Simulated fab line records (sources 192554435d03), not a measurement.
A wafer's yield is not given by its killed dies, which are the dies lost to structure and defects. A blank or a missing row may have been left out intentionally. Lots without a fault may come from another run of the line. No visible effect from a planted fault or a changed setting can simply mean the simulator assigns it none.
Struck lot and sound lot, side by side / flow n5Finfet / 16 steps out of a route of 1938
Sound: these wafers, L633.3, L633.4, L633.6. Wafers struck: L627.3, L627.4, L627.5. At the end, the cause is stated.
Order at every step that has rows: each side's tool, ch and its chambers, its first start. Under that, the readings that differ: sound wafers / struck wafers / difference of the means / sigmas: that difference in standard deviations of wafers without a fault.
alike: readings with means less than 2 such deviations apart, plus words and numbers identical on both sides. not compared: withheld readings, readings lacking a value on some wafer, bounds such as >300 that could conceal the same value, and numbers that have no deviation in the record and whose values overlap.
Wherever a step has rows on one side only, a row that says differs or no value, or a row with sigmas, the two part there. Non-overlapping numbers with no deviation appear without sigmas and do not part them. Lack of a reading on every wafer of one side parts them only where that side has two or more wafers.

first, 9 steps without rows for these wafers: N5_FIN_CUT_DEVELOP_07 (develop time 30 s); N5_FIN_CUT_DESCUM_13 (chemistry O2, time 7 s); N5_FIN_CUT_ETCH_30 (etches underlayer in N2/H2, target depth 13 nm, time 10.4 s); N5_FIN_CUT_ETCH_20 (etches SiARC in CF4, target depth 26 nm, time 43.3 s); N5_FIN_CUT_ETCH_21 (etches SOC in N2/H2, target depth 219 nm, overetch 43.8 nm, time 523.5 s); N5_FIN_CUT_STRIP_23 (strips in N2/H2); N5_FIN_CUT_STRIP_31 (strips in N2/H2); N5_FIN_CUT_STRIP_24 (strips in CF4); N5_FIN_CUT_CUT_ETCH_26 (etches SiNx in CH3F/O2, target depth 39 nm, time 55.7 s).
N5_FIN_CUT_CUT_ETCH_27: etches SiO2 in CHF3/O2, target depth 4 nm, overetch 2 nm, time 4.9 s.
  sound on rieDiel-04 ch 2,3, day 7 21:20; struck on rieDiel-02 ch 0,1, day 6 09:40
  no value came back on the struck wafers for any of 7 readings (CHF3_flow_sccm (sccm), O2_flow_sccm (sccm) and others); on the sound wafers CHF3_flow_sccm (sccm) reads 49.99 50.01 50.04
reading=model.SOC_of_FIN_CUT_COAT_18.thkNm (nm); sound=208 206.4 206.6; struck=212 211.2 211.2; difference=+4; sigmas=
  not compared: rfHoursCounterH
then, 2 steps without rows for these wafers: N5_FIN_CUT_PRECLEAN_35 (cleans in vHF, time 13.3 s); N5_FIN_CUT_CUT_ETCH_15 (etches Si in HBr/Cl2/O2, target depth 100 nm, bt time 10 s, time 42.4 s).
N5_FIN_CUT_CUT_ETCH_28: etches Si in HBr/Cl2/O2, target depth 6 nm, time 2.4 s.
  sound on rieSi-02 ch 0,1,3, day 7 21:32; struck on rieSi-01 ch 1,2,3, day 6 09:52
reading=model.SOC_of_FIN_CUT_COAT_18.thkNm (nm); sound=170.4 167.4 168.6; struck=173.4 172.2 172.8; difference=+4.0; sigmas=
  alike: HBr_flow_sccm, O2_flow_sccm, drypumpMotorCurrentA, oesProductAu, throttleValvePct
  not compared: rfHoursCounterH
then, 1 step without rows for these wafers: N5_FIN_CUT_STRIP_22 (strips in N2/H2).
N5_BEOL_M4_RC_MEAS_101:
  the record has rows for the sound wafers here (prober-02 ch 0, day 13 23:01) and none for the struck ones
-- here the record skips 10 days between the struck wafers' starts before and after, leaving off in module BEOL_M4 and picking up in module PASSIVATION (first step shown: number 1936 of the route) --
N5_PASSIVATION_PROBE_49:
  only the struck wafers here have rows in the record (prober-01, day 16 10:08); the sound ones have none

WHERE THEY PART
At N5_FIN_CUT_CUT_ETCH_27 first; at N5_PASSIVATION_PROBE_49 last (within this record only).

WHY: whatever the simulator had introduced
Whole step skipped at N5_FIN_CUT_CUT_ETCH_27 on rieDiel-02, starting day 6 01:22. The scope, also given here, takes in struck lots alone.
